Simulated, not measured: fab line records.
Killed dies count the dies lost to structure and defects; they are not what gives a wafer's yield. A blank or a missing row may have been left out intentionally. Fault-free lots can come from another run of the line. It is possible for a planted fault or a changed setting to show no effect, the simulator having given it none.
fab line records | flow n5_finfet
[record] lots = 10 wafers = 30 last_day = 19
route steps=1938 shown BEOL_M2@916 BEOL_M3@937 BEOL_M4@1111
lots untouched by any fault: they come from a run of this same line in which no faults occurred
start_h: hours from the record's opening day to when the first of the lot's shown wafers began | wait_h: how many hours have passed since the lot's step before this one | " unchanged from the row above | L1.1+2: a row that stands for several wafers | - no value present, or no start provided | * or withheld: withheld | < > ~ a bound
route shown NAME@n: names a module that has steps shown in the file, with the first one's number in the route | usual: the fault-free wafers' mean and standard deviation | same: alike in all rows | chamber/n: place in a boat | sites: readings site by site | _std_site: standard deviation of those values | _edge_site: mean of outer sites minus mean of inner sites | radius_mm: how far each site lies from the wafer's centre | mask NAME#n: copy n | behind: tool/chamber where the wafer was last shaped | hold: reason for holding the lot/hours on hold/outcome of the hold | device: which transistor (n, p or np) failed to switch | end of line: the route-end tests of the same wafers | step lacking rows: just its recipe | killed: not the wafer's yield, but the dies lost to structure and defects at the first sort | map: a wafer's dies, x killed, . not, _ none there
set.NAME: the run value of the setting; set.NAME@STEP: its run value at that earlier step | model.NAME: the simulator's own value behind a step, which no gauge read
the route's steps for a sample of lots (tables are steps, rows are wafers)
services: the hour from which a tool's chamber was out of use, counted from the record's first day as start_h (under 0 if before that day), plus the number of hours and why
[[steps]]
[step N5_BEOL_M2_SPUTTER_92]
[recipe] material = Cu target_thk_a = 45 temp_c = -20 chamber_pressure_pa = 0.07 power_w = withheld time_s = 8.29
[usual] chamber_pressure_pa = 0.06999/0.00015 chuck_sensor_temp_C = -16.0/0.34 throttle_valve_pct = 30.6/0.96
// columns lot.wafer tool chamber start_h wait_h chamber_pressure_pa chuck_sensor_temp_C throttle_valve_pct
L601.2 pvd_sputter-03 - 156.51 0.1 0.07013 -15.5 28.7
L601.3 " - " " 0.0698 -16.0 30.2
L601.5 " - " " 0.07001 -16.2 30.5
L602.1 pvd_sputter-02 - 159.88 0.1 0.07004 -16.5 32.6
L602.4 " - " " 0.07 -15.7 30.2
L602.5 " - " " 0.06995 -16.5 32.3
L605.2 pvd_sputter-02 - 185.05 0.1 0.07013 -16.4 31.7
L605.4 " - " " 0.06996 -16.5 32.2
L605.6 " - " " 0.0701 -16.4 32.4
L608.4 pvd_sputter-02 - 192.85 0.1 0.06986 -15.9 30.6
L608.5 " - " " 0.06961 -16.0 30.0
L608.6 " - " " 0.06987 -16.2 31.5
L611.2 pvd_sputter-01 - 209.82 0.1 0.07018 -15.3 29.7
L611.3 " - " " 0.06997 -16.3 31.0
L611.6 " - " " 0.0699 -16.3 30.6
L617.3 pvd_sputter-02 - 248.82 0.1 0.06982 -16.1 30.1
L617.4 " - " " 0.07016 -15.7 29.6
L617.6 " - " " 0.07023 -16.5 32.4
L618.4 pvd_sputter-03 - 256.08 0.1 0.06966 -16.1 30.4
L618.5 " - " " 0.06991 -16.3 30.5
L618.6 " - " " 0.07017 -16.0 30.4
L619.1 pvd_sputter-01 - 275.86 0.1 0.07 -15.6 29.4
L619.2 " - " " 0.06988 -16.2 31.0
L619.4 " - " " 0.06999 -15.4 32.3
L620.1 pvd_sputter-01 - 283.79 0.1 0.07019 -15.5 32.3
L620.2 " - " " 0.06988 -15.7 29.5
L620.3 " - " " 0.0698 -16.1 31.1
L623.1 pvd_sputter-03 - 313.48 0.1 0.07001 -15.5 28.8
L623.5 " - " " 0.06999 -15.9 30.5
L623.6 " - " " 0.06999 -15.5 28.9
[step N5_BEOL_M2_ANNEAL_93]
[recipe] temp_c = 400 time_s = 240 ambient = vacuum
[usual] heater_power_w = 824/120
// columns lot.wafer tool chamber start_h wait_h heater_power_w
L601.2 pvd_sputter-03 - 156.59 0.0 735
L601.3 " - " " 841
L601.5 " - " " 832
L602.1 pvd_sputter-02 - 159.96 0.0 835
L602.4 " - " " 1030
L602.5 " - " " 805
L605.2 pvd_sputter-02 - 185.13 0.0 851
L605.4 " - " " 794
L605.6 " - " " 788
L608.4 pvd_sputter-02 - 192.93 0.0 906
L608.5 " - " " 932
L608.6 " - " " 835
L611.2 pvd_sputter-01 - 209.90 0.0 562
L611.3 " - " " 862
L611.6 " - " " 862
L617.3 pvd_sputter-02 - 248.90 0.0 920
L617.4 " - " " 1046
L617.6 " - " " 798
L618.4 pvd_sputter-03 - 256.16 0.0 841
L618.5 " - " " 730
L618.6 " - " " 821
L619.1 pvd_sputter-01 - 275.94 0.0 561
L619.2 " - " " 873
L619.4 " - " " 877
L620.1 pvd_sputter-01 - 283.87 0.0 852
L620.2 " - " " 556
L620.3 " - " " 885
L623.1 pvd_sputter-03 - 313.56 0.0 736
L623.5 " - " " 828
L623.6 " - " " 741
[step N5_BEOL_M2_DEP_57]
[recipe] material = SiCN target_thk_a = 80 temp_c = withheld precursor = 3MS/NH3 pressure_torr = 3 rf_w = 202 time_s = 14
[usual] showerhead_plenum_p_Torr = 3.668/0.01 throttle_valve_pct = 8.9/0.5
// columns lot.wafer tool chamber start_h wait_h showerhead_plenum_p_Torr throttle_valve_pct
L601.2 pecvd-03 0 157.99 0.0 3.674 9.8
L601.3 " 2 " " 3.676 9.0
L601.5 " 0 " " 3.664 9.7
L602.1 pecvd-01 2 161.30 0.0 3.672 8.2
L602.4 " 1 " " 3.661 9.2
L602.5 " 2 " " 3.678 8.1
L605.2 pecvd-04 0 189.14 0.0 3.651 8.8
L605.4 " 2 " " 3.665 9.2
L605.6 " 0 " " 3.641 9.0
L608.4 pecvd-04 1 195.81 0.0 3.670 9.2
L608.5 " 2 " " 3.669 9.0
L608.6 " 0 " " 3.649 9.1
L611.2 pecvd-03 0 211.90 0.0 3.677 9.7
L611.3 " 0 " " 3.673 10.0
L611.6 " 1 " " 3.666 8.9
L617.3 pecvd-03 1 251.59 0.0 3.671 9.2
L617.4 " 1 " " 3.673 8.9
L617.6 " 2 " " 3.658 8.4
L618.4 pecvd-01 1 257.52 0.0 3.668 9.4
L618.5 " 0 " " 3.657 8.5
L618.6 " 2 " " 3.679 8.3
L619.1 pecvd-03 0 277.37 0.0 3.676 9.8
L619.2 " 1 " " 3.679 8.9
L619.4 " 0 " " 3.681 9.7
L620.1 pecvd-01 1 285.21 0.0 3.665 9.4
L620.2 " 0 " " 3.660 8.4
L620.3 " 2 " " 3.667 8.2
L623.1 pecvd-01 0 314.91 0.0 3.657 8.7
L623.5 " 0 " " 3.662 8.4
L623.6 " 2 " " 3.667 8.5
[step N5_BEOL_M3_COAT_73]
[recipe] resist = underlayer temp_c = 205 time_s = 60 spin_rpm = 1500 resist_thk_nm = 5
[usual] heater_power_total_W = 391.8/1.2 plate_temp_C = 205.00/0.18
// columns lot.wafer tool chamber start_h wait_h heater_power_total_W plate_temp_C
L601.2 litho_track-01 0 158.41 - 392.2 204.80
L601.3 " 0 " " 392.7 204.79
L601.5 " 0 " " 391.3 204.86
L602.1 litho_track-02 0 161.73 - 392.8 204.91
L602.4 " 0 " " 389.9 205.08
L602.5 " 0 " " 389.8 205.17
L605.2 litho_track-02 0 189.56 - 393.7 205.17
L605.4 " 0 " " 390.7 204.67
L605.6 " 0 " " 391.0 204.93
L608.4 litho_track-02 0 196.23 - 403.9 209.15
L608.5 " 0 " " 404.0 209.30
L608.6 " 0 " " 403.3 209.14
L611.2 litho_track-02 0 212.88 - 401.5 209.28
L611.3 " 0 " " 401.6 209.17
L611.6 " 0 " " 401.1 209.20
L617.3 litho_track-01 0 252.54 - 392.3 205.14
L617.4 " 0 " " 389.9 204.87
L617.6 " 0 " " 393.2 204.78
L618.4 litho_track-05 0 262.47 - 392.7 204.96
L618.5 " 0 " " 390.6 204.79
L618.6 " 0 " " 392.0 205.39
L619.1 litho_track-02 0 280.07 - 393.0 205.16
L619.2 " 0 " " 392.2 205.09
L619.4 " 0 " " 392.9 204.92
L620.1 litho_track-02 0 286.20 - 389.6 205.47
L620.2 " 0 " " 390.6 205.28
L620.3 " 0 " " 391.7 205.28
L623.1 litho_track-01 0 316.79 - 390.1 205.08
L623.5 " 0 " " 391.1 205.46
L623.6 " 0 " " 390.0 205.09
[step N5_BEOL_M4_RC_MEAS_101]
[usual] DIBL_N = 35.1/1.6 DIBL_P = 34.9/1.8 IOFF_N = 0.143/0.026 IOFF_P = 0.21/0.037 ION_N = 671/11 ION_P = 463/7.8 SS_N = 71.2/0.58 SS_P = 73.0/0.54 VT_N = 251/3 VT_P = -250/4.1
// columns lot.wafer tool chamber start_h wait_h DIBL_N[mV/V] DIBL_P[mV/V] IOFF_N[nA/um] IOFF_P[nA/um] ION_N[uA/um] ION_P[uA/um] SS_N[mV/dec] SS_P[mV/dec] VT_N[mV] VT_P[mV]
L601.2 prober-01 0 177.95 0.2 31.8 30.7 0.109 0.15 658 457 71.1 71.7 253 -253
L601.3 " 0 " " 34.7 35.7 0.146 0.21 667 465 72.3 73.5 250 -249
L601.5 " 0 " " 31.2 30.9 0.097 0.15 652 457 70.0 71.7 256 -250
L602.1 prober-02 0 191.28 0.0 32.9 32.2 0.110 0.18 663 462 69.8 72.5 255 -249
L602.4 " 0 " " 34.7 34.7 0.137 0.21 678 472 70.9 72.8 250 -248
L602.5 " 0 " " 35.1 35.1 0.147 0.22 680 464 71.3 72.7 252 -249
L605.2 prober-02 0 211.34 0.2 33.6 34.0 0.139 0.22 672 467 71.6 73.1 250 -246
L605.4 " 0 " " 31.6 31.3 0.109 0.18 659 467 70.8 71.9 252 -249
L605.6 " 0 " " 31.3 31.5 0.106 0.18 655 457 70.6 71.9 253 -247
L608.4 prober-01 0 230.73 0.5 35.6 36.1 0.139 0.21 675 467 71.7 73.2 250 -250
L608.5 " 0 " " 33.0 33.0 0.098 0.17 654 456 70.8 72.1 256 -252
L608.6 " 0 " " 37.3 38.3 0.168 0.24 690 474 72.6 74.0 248 -245
L611.2 prober-01 0 250.13 0.2 34.9 33.6 0.126 0.17 671 460 71.2 72.4 255 -254
L611.3 " 0 " " 35.5 35.2 0.131 0.18 661 459 70.9 73.8 254 -254
L611.6 " 0 " " 34.3 33.2 0.118 0.16 664 454 70.7 72.8 254 -256
L617.3 prober-01 0 286.94 0.3 35.7 35.6 0.147 0.19 670 459 71.4 73.1 250 -254
L617.4 " 0 " " 35.8 35.3 0.151 0.18 672 459 71.8 72.7 250 -255
L617.6 " 0 " " 34.8 34.3 0.132 0.18 679 464 71.2 72.9 251 -254
L618.4 prober-01 0 311.07 0.5 34.1 34.2 0.138 0.20 668 462 70.5 73.2 251 -247
L618.5 " 0 " " 34.5 33.9 0.140 0.19 670 459 71.0 73.2 253 -249
L618.6 " 0 " " 34.7 36.2 0.165 0.24 696 477 71.9 73.1 246 -246
L619.1 prober-01 0 317.73 0.0 33.6 33.2 0.113 0.18 655 462 70.6 72.5 253 -249
L619.2 " 0 " " 36.4 36.0 0.156 0.22 676 475 71.6 73.7 252 -248
L619.4 " 0 " " 33.3 32.2 0.106 0.16 656 455 70.8 71.9 255 -252
L620.1 prober-01 0 330.80 0.0 34.3 33.8 0.121 0.19 656 450 71.3 72.6 253 -251
L620.2 " 0 " " 37.4 38.1 0.175 0.26 675 472 71.4 73.6 249 -247
L620.3 " 0 " " 36.3 36.9 0.154 0.23 674 472 71.2 72.7 251 -250
L623.1 prober-01 0 340.87 0.0 35.0 35.3 0.138 0.21 667 463 71.1 73.1 249 -248
L623.5 " 0 " " 34.8 36.6 0.135 0.23 661 462 71.2 73.1 249 -247
L623.6 " 0 " " 35.2 35.1 0.132 0.21 677 474 71.0 73.1 249 -248
[[services]]
// columns tool chamber start_h hours kind
pecvd-04 0 157.67 2.1 scheduled_down
pecvd-01 0 166.14 7.5 repair
pvd_sputter-03 - 168.35 2.5 repair
pecvd-03 2 172.77 6.1 repair
pecvd-01 - 175.72 2.8 pm
pecvd-03 2 178.89 2.1 scheduled_down
pecvd-04 1 192.15 2.1 scheduled_down
pecvd-03 2 202.38 - clean
pecvd-03 2 202.38 - consumable_replace:showerhead
pecvd-03 2 202.38 29.0 scheduled_down
pecvd-03 2 202.38 29.0 vent_cycle
pecvd-01 - 216.05 2.1 repair
pecvd-01 2 222.84 2.1 scheduled_down
pecvd-01 - 227.20 4.2 repair
pvd_sputter-03 - 256.81 10.5 repair
pecvd-04 - 289.15 1.3 repair
pecvd-04 - 292.24 0.7 repair
pecvd-01 1 308.21 9.5 repair
[[key]]
[first_sign] step = N5_BEOL_M3_COAT_73 reading = plate_temp_C direction = up sigmas = 24 usual = * struck = *
[effect] step = N5_BEOL_M3_COAT_73 reading = heater_power_total_W direction = up sigmas = 8.8 usual = * struck = *
met_at N5_BEOL_M3_COAT_73
struck_lots L608,L611
not_acting_at N5_BEOL_M2_SPUTTER_92,N5_BEOL_M2_ANNEAL_93,N5_BEOL_M2_DEP_57
onset_between 189.56 196.23
[fault] kind = process_parameter_drift tool = litho_track-02 chamber = - onset_h = 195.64 steps = N5_BEOL_M3_COAT_73 channel = temp_c offset = * shape = step end_h = 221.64 acts_in = * stated = *
